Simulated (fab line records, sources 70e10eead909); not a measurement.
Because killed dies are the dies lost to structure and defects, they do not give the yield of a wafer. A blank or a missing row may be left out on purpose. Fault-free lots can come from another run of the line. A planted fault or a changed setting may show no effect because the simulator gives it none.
Comparing a struck lot with a sound one	flow nand-harc	14 out of 1159 route steps
Sound: these wafers, L514.2, L514.3, L514.5. Struck: wafer L521.1. (L521.2, L521.6 of the same lot were not struck and are left out.) The cause comes at the end.
Per side, at each step with rows, come the tool, then ch with its chambers, and then its first start. Under that, the readings that differ: sound wafers	struck wafers	difference of the means	sigmas: that difference in standard deviations of wafers without a fault.
alike: words and numbers the same on both sides, and readings whose means are apart by under 2 such deviations; not compared: readings that were withheld, readings missing a value for some wafer, numbers with overlapping values and no deviation given by the record, and bounds like >300 which may hide the same value.
A row with sigmas, a row that says differs or no value, or rows on one side alone: a step with any of these is where the two part. When numbers do not overlap yet have no deviation, they are printed without sigmas and do not part them. Lack of a reading on every wafer of one side parts them only where that side has two or more wafers.

NHARC_A_SLIT_ETCH_26: etches the open film in C4F8/O2/Ar, time 90 s, target depth 400 nm.
  sound on har-etch-01 ch 0,1, day 15 09:48; struck on har-etch-02 ch 0, day 17 02:04
  alike: drypump-motor-current-A, showerhead-plenum-p-Torr, throttle-valve-pct
  not compared: rf-hours-counter-h
then, 1 step without rows for these wafers: NHARC_A_SLIT_STRIP_28 (strips in O2/COS).
NHARC_A_SLIT_ETCH_29: etches the open film in CF4/O2, target depth 100 nm, overetch 10 nm, time 55 s.
  sound on rie-diel-02 ch 1,3, day 15 10:25; struck on rie-diel-02 ch 3, day 17 02:41
  alike: drypump-motor-current-A, oes-product-au, rf-vpp-V, showerhead-plenum-p-Torr, throttle-valve-pct
  not compared: rf-hours-counter-h
NHARC_A_SLIT_STRIP_18: strips in O2.
  sound: rie-diel-02 ch 0,3; struck: rie-diel-02 ch 2
  alike: drypump-motor-current-A, oes-product-au, rf-vpp-V, showerhead-plenum-p-Torr, throttle-valve-pct
  not compared: rf-hours-counter-h
then, 2 steps without rows for these wafers: NHARC_A_SLIT_PRECLEAN_19 (cleans in SC1); NHARC_A_SLIT_SRD_20.
NHARC_A_SLIT_CD_MEAS_21:
  sound on cd-sem-02 at day 15 10:58; struck on cd-sem-01 at day 17 03:13
  alike: cd-nm
then, 3 steps without rows for these wafers: NHARC_A_SIN_REMOVE_WET_00 (chemistry H3PO4, time 15300 s); NHARC_A_SIN_REMOVE_PRECLEAN_01 (cleans in SC1); NHARC_A_SIN_REMOVE_SRD_02.
NHARC_A_SIN_REMOVE_INSPECT_04:
  sound on defect-inspect-01 at day 15 18:11; struck on defect-inspect-02 at day 17 09:25
  alike: raw-defect-count
NHARC_A_WL_FILL_ALD_00: deposits Al2O3, target thk 3 nm, pulse time 3 s, ald cycles 30.
  sound on ald-hk-03 ch 2,3, day 15 18:14; struck on ald-hk-04 ch 0, day 17 09:57
reading	sound	struck	difference	sigmas
ald-cycles	30 30 30	41	+11	
  alike: heater-power-w, precursor-pulse-height-rel
NHARC_A_WL_FILL_RTA_01: time 5 s.
  sound on rtp-anneal-02 ch 0, day 15 18:32; struck on rtp-anneal-01 ch 0, day 17 10:11
reading	sound	struck	difference	sigmas
lamp-power-pct (%)	28.2 28.2 28.2	31.0	+2.8	+2
lamp_zone_3_pct (%)	28.1 28.2 28.1	31.1	+3.0	+2
  alike: wafer_temp_C_max
-- jump in the record: it breaks off in module A_WL_FILL and resumes in module END (first step shown: number 1159 of the route), and 6 days separate the struck wafers' starts before and after --
NHARC_END_SORT_01:
  sound on prober-01 ch 0, day 23 17:13; struck on prober-01 ch 0, day 23 08:35
reading	sound	struck	difference	sigmas
killed-short	0 0 0	4	+4	+3
  alike: killed-at-array, killed-at-other, killed-at-periphery, killed-dies, killed-open

== WHERE THEY PART ==
Earliest at NHARC_A_WL_FILL_RTA_01; latest, in this record, at NHARC_END_SORT_01.

WHY: the cause the simulator had injected
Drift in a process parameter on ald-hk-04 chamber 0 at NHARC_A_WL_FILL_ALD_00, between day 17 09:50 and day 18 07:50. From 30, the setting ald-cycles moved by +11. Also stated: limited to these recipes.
